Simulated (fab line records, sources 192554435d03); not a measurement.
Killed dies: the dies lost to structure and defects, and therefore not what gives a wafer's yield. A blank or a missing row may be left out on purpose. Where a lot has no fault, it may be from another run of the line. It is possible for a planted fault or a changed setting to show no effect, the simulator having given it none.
Chamber matching    flow n5_finfet    3 sister chambers for N5_BEOL_M8_DEP_56 on pecvd-02
The step deposits SiCN from 3MS/NH3, target thk 10 nm, time 17.5 s. 18 wafers are shown with their chamber, then 9 later ones without.

WAFERS PAIRED WITH THEIR CHAMBERS
wafer   chamber  throttle_valve_pct (%)  showerhead_plenum_p_Torr (Torr)
L077.2  0        9.2                     3.656
L077.3  2        8.7                     3.648
L077.6  2        8.7                     3.648
L080.1  1        8.7                     3.665
L080.4  2        8.6                     3.656
L080.5  0        9.5                     3.653
L083.2  0        9.3                     3.654
L083.3  1        8.9                     3.666
L083.5  1        8.8                     3.654
L086.1  2        8.7                     3.645
L086.4  2        8.7                     3.639
L086.5  1        8.9                     3.659
L088.3  1        8.8                     3.677
L088.4  2        8.8                     3.650
L088.6  1        8.8                     3.667
L093.1  2        8.5                     3.649
L093.2  1        9.0                     3.657
L093.5  2        8.8                     3.649

SIGNATURES (averages over the wafers above)
reading                   chamber 0  chamber 1  chamber 2  scatter within a chamber
throttle_valve_pct        9.333      8.843      8.688      0.107
showerhead_plenum_p_Torr  3.65433    3.66357    3.64800    0.00589
Rule: a wafer's distance from a chamber is the root of the sum, over the readings, of the square of ((its reading less the chamber's mean) divided by the reading's scatter). If the next closest chamber is less than 2 further off than the closest, the wafer can't be placed; otherwise it belongs to the closest. The scatter: take each reading less its chamber's mean, square it, sum over the shown wafers, divide by the number of wafers less the number of chambers, and take the root.

WAFERS WITHOUT THEIR CHAMBER
wafer   throttle_valve_pct (%)  showerhead_plenum_p_Torr (Torr)
L091.1  9.0                     3.649
L091.3  9.4                     3.658
L091.6  9.3                     3.654
L092.2  8.8                     3.643
L092.4  9.3                     3.648
L092.6  9.2                     3.643
L096.1  8.8                     3.654
L096.2  9.2                     3.632
L096.3  8.7                     3.662

THE CHAMBER EACH PASSED THROUGH
wafer    from the rows above            in truth
L091.1   can't be placed: 1 or 2 or 0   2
L091.3   0                              0
L091.6   0                              0
L092.2   2                              2
L092.4   0                              0
L092.6   0                              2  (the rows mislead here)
L096.1   can't be placed: 2 or 1        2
L096.2   can't be placed: 0 or 2        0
L096.3   can't be placed: 1 or 2        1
4 of 9 placed correctly. Can't be placed from these rows: 4 (the true chamber is among the candidates in 4). 1 placed wrongly.
